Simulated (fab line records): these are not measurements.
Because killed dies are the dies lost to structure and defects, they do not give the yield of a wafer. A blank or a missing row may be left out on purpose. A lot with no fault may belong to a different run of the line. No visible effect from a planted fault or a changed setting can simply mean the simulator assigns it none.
Which tool did it? | flow nandHarc | Sampling: 11 lots, 33 wafers, 6 of 1159 route steps

== WHAT THE GAUGES READ, wafer by wafer ==
NHARC_A_BLC_INSPECT_12.
lot  | measured     | on               | rawDefectCount
L260 | day 17 13:27 | defectInspect-02 | 39 32 31
L261 | day 17 18:42 | defectInspect-02 | 25 22 20
L263 | day 18 01:40 | defectInspect-01 | 33 33 34
L262 | day 18 02:46 | defectInspect-01 | 14 15 11
L264 | day 19 00:37 | defectInspect-01 | 28 23 19
L267 | day 19 04:52 | defectInspect-02 | 39 45 44
L269 | day 20 16:04 | defectInspect-01 | 333 312 271
L280 | day 22 09:28 | defectInspect-01 | 24 13 21
L281 | day 22 16:32 | defectInspect-02 | 70 46 61
L283 | day 22 21:01 | defectInspect-01 | 15 14 12
L282 | day 23 03:19 | defectInspect-01 | 46 39 56

NHARC_END_SORT_01.
lot  | measured     | on        | killedAtArray | killedAtOther | killedAtPeriphery | killedDies  | killedOpen | killedShort
L269 | day 22 12:01 | prober-02 | 253 228 220   | 0 0 0         | 2 3 2             | 255 231 222 | 6 4 2      | 1 1 3

== WHICH TOOL RAN EACH LOT (tool, then ch and the chambers of the sampled wafers, then the start) ==
lot  | NHARC_A_CONTACT_ETCH_88           | NHARC_A_CONTACT_ETCH_92           | NHARC_A_CONTACT_CVD_19                  | NHARC_A_CONTACT_CMP_20
L260 | rieDiel-07 ch 1,2, day 16 21:24   | rieDiel-09 ch 1,3, day 16 23:28   | cvdW-01 ch 0, day 17 12:27 or earlier   | cmp-04 ch 0,2,3, day 17 12:27
L261 | rieDiel-10 ch 1,2,3, day 17 05:41 | rieDiel-09 ch 0,1,2, day 17 07:40 | cvdW-01 ch 0,1, day 17 17:41 or earlier | cmp-01 ch 0,1, day 17 17:41
L263 | rieDiel-07 ch 0,1, day 17 13:35   | rieDiel-07 ch 1,3, day 17 15:35   | cvdW-01 ch 0,1, day 18 00:38 or earlier | cmp-04 ch 0,1, day 18 00:38
L262 | rieDiel-09 ch 1,2,3, day 17 16:41 | rieDiel-07 ch 0,2,3, day 17 18:59 | cvdW-02 ch 0,1, day 18 01:43 or earlier | cmp-01 ch 0,1,3, day 18 01:43
L264 | rieDiel-07 ch 0,2,3, day 18 15:40 | rieDiel-07 ch 1,2,3, day 18 17:41 | cvdW-02 ch 0, day 18 23:42 or earlier   | cmp-03 ch 0,1,2, day 18 23:42
L267 | rieDiel-10 ch 0,1,3, day 18 23:37 | rieDiel-07 ch 0,2, day 19 01:38   | cvdW-02 ch 1, day 19 03:59 or earlier   | cmp-01 ch 1,2,3, day 19 03:59
L269 | rieDiel-07 ch 0,1,2, day 20 10:49 | rieDiel-07 ch 1,2,3, day 20 12:52 | cvdW-02 ch 0,1, day 20 15:11 or earlier | cmp-01 ch 0,2,3, day 20 15:11
L280 | rieDiel-09 ch 1,2,3, day 22 03:11 | rieDiel-07 ch 1,2,3, day 22 05:29 | cvdW-02 ch 0,1, day 22 08:18 or earlier | cmp-04 ch 1,2,3, day 22 08:18
L281 | rieDiel-10 ch 0,1,2, day 22 07:58 | rieDiel-07 ch 0,2,3, day 22 10:02 | cvdW-02 ch 0,1, day 22 15:37 or earlier | cmp-03 ch 0,1,3, day 22 15:37
L283 | rieDiel-07 ch 0,3, day 22 15:05   | rieDiel-07 ch 1,3, day 22 17:15   | cvdW-01 ch 0, day 22 20:00 or earlier   | cmp-04 ch 0,2, day 22 20:00
L282 | rieDiel-10 ch 1,2,3, day 22 21:10 | rieDiel-10 ch 0,3, day 22 23:10   | cvdW-02 ch 0,1, day 23 02:18 or earlier | cmp-03 ch 2,3, day 23 02:18
- NHARC_A_CONTACT_ETCH_88: etches the open film in CF4, target depth 39 nm, time 65 s.
- NHARC_A_CONTACT_ETCH_92: etches the open film in CH3F/O2, target depth 40 nm, time 85.7 s.
- NHARC_A_CONTACT_CVD_19: deposits W, target thk 300 nm, time 802 s.
- NHARC_A_CONTACT_CMP_20: polishes, t overpolish 30 s, target thk 300 nm.

== AS READ BY THE TOOLS THEMSELVES (means over the sampled wafers that have a number; for cases with no such wafer, the mark the record gives instead) ==
NHARC_A_CONTACT_ETCH_88.
lot  | tool       | drypumpMotorCurrentA (A) | oesProductAu (a.u.) | rfVppV (V) | showerheadPlenumPTorr (Torr) | throttleValvePct (%)
L260 | rieDiel-07 | 6.0                      | 0.999               | 149.8      | 1.71                         | 13.280
L261 | rieDiel-10 | 5.8                      | 1.003               | 152.9      | 1.85                         | 13.285
L263 | rieDiel-07 | 6.3                      | 0.994               | 151.6      | 1.80                         | 13.279
L262 | rieDiel-09 | 5.5                      | 1.005               | 152.4      | 1.83                         | 13.295
L264 | rieDiel-07 | 6.0                      | 0.993               | 151.0      | 1.76                         | 13.281
L267 | rieDiel-10 | 5.6                      | 0.996               | 150.8      | 1.80                         | 13.278
L269 | rieDiel-07 | 6.0                      | 1.019               | 150.6      | 1.74                         | 13.281
L280 | rieDiel-09 | 5.5                      | 0.991               | 152.3      | 1.82                         | 13.281
L281 | rieDiel-10 | 6.2                      | 0.998               | 151.3      | 1.79                         | 13.287
L283 | rieDiel-07 | 6.1                      | 0.995               | 151.5      | 1.79                         | 13.274
L282 | rieDiel-10 | 5.8                      | 1.003               | 152.1      | 1.84                         | 13.283

NHARC_A_CONTACT_ETCH_92.
lot  | tool       | drypumpMotorCurrentA (A) | oesProductAu (a.u.) | rfVppV (V) | showerheadPlenumPTorr (Torr) | throttleValvePct (%)
L260 | rieDiel-09 | 5.3                      | 0.93                | 244.9      | 2.54                         | 20.668
L261 | rieDiel-09 | 5.9                      | 0.92                | 245.8      | 2.53                         | 20.668
L263 | rieDiel-07 | 6.1                      | 0.92                | 244.3      | 2.45                         | 20.662
L262 | rieDiel-07 | 5.9                      | 0.91                | 243.2      | 2.44                         | 20.669
L264 | rieDiel-07 | 5.9                      | 0.93                | 243.7      | 2.39                         | 20.661
L267 | rieDiel-07 | 6.0                      | 0.93                | 245.4      | 2.47                         | 20.661
L269 | rieDiel-07 | 5.9                      | 0.93                | 243.6      | 2.39                         | 20.651
L280 | rieDiel-07 | 5.9                      | 0.94                | 243.4      | 2.39                         | 20.663
L281 | rieDiel-07 | 5.9                      | 0.93                | 244.1      | 2.44                         | 20.652
L283 | rieDiel-07 | 6.1                      | 0.94                | 243.3      | 2.42                         | 20.669
L282 | rieDiel-10 | 5.7                      | 0.93                | 244.3      | 2.47                         | 20.662

NHARC_A_CONTACT_CVD_19.
lot  | tool    | heaterPowerW (W) | susceptorTempC (C) | throttleValvePct (%)
L260 | cvdW-01 | 543              | 300.18             | 7.67
L261 | cvdW-01 | 478              | 299.94             | 7.79
L263 | cvdW-01 | 471              | -                  | 7.63
L262 | cvdW-02 | 501              | 300.10             | 7.91
L264 | cvdW-02 | 511              | 300.00             | 7.87
L267 | cvdW-02 | 479              | 299.98             | 7.93
L269 | cvdW-02 | 498              | 299.77             | 8.04
L280 | cvdW-02 | 492              | 299.98             | 7.87
L281 | cvdW-02 | 491              | 299.96             | 8.14
L283 | cvdW-01 | 543              | 299.78             | 7.90
L282 | cvdW-02 | 513              | -                  | 7.96

NHARC_A_CONTACT_CMP_20.
lot  | tool   | motorCurrentA (A) | overpolishRunS (s) | timeToEndpointS (s)
L260 | cmp-04 | 13.4              | 30.001             | 59
L261 | cmp-01 | 11.2              | 30.003             | 62
L263 | cmp-04 | 12.8              | 30.002             | 60
L262 | cmp-01 | 11.7              | 30.001             | 62
L264 | cmp-03 | 11.2              | 29.999             | 58
L267 | cmp-01 | 11.1              | 30.007             | 63
L269 | cmp-01 | 11.8              | 30.002             | 61
L280 | cmp-04 | 13.3              | 29.998             | 58
L281 | cmp-03 | 11.8              | 30.001             | 56
L283 | cmp-04 | 12.3              | 29.993             | 51
L282 | cmp-03 | 11.5              | 29.992             | 53

== THE ANSWER, worked out from the rows above alone ==
Rule: what is usual is taken from the lots themselves. The widest of any qualifying gaps counts: lots, ordered by their means at a reading, are off when they make up no more than a third of the lots, leave a main group of 4 or more, and stand apart from it by 3 or more times the standard deviation of that group's means. A main group whose means are all the same, to the digits that the tables above print for the reading, isn't used. A lot without any number at a reading at which 4 lots or more have one is off too. All remaining lots with rows at the step are treated as sound. After the gauges, taken in route order, come the tools' own readings; for these a lot's mean is taken, as printed above. The first step at which some lot is off is used, and at that step the reading that is off furthest; a lot without a number counts as furthest.
Off: L269, at NHARC_A_BLC_INSPECT_12 (rawDefectCount). The main group has a mean of 31 with a standard deviation of 14.
If a tool, at a process step before that reading, ran all the lots that are off and no sound lot after the first of them, it fits. Not tried: the gauges at NHARC_A_BLC_INSPECT_12; whatever is off there is also off at NHARC_A_CONTACT_ETCH_88, on other tools, and gauge error can't account for it. NHARC_A_CONTACT_CVD_19 gives no start for some lots, so the hours and the order of its lots are those of NHARC_A_CONTACT_CMP_20. One fits: cmp-01 at NHARC_A_CONTACT_CMP_20. A fault onset in the window from L267 (day 19 03:59, its last sound lot) to L269 (day 20 15:11, its first lot off) fits.

== WHAT THE SIMULATOR HAD PUT IN ==
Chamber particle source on cmp-01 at NHARC_A_CONTACT_CMP_20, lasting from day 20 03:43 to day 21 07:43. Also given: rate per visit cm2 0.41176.
Struck lots among those shown: L269. The rule above found the same.
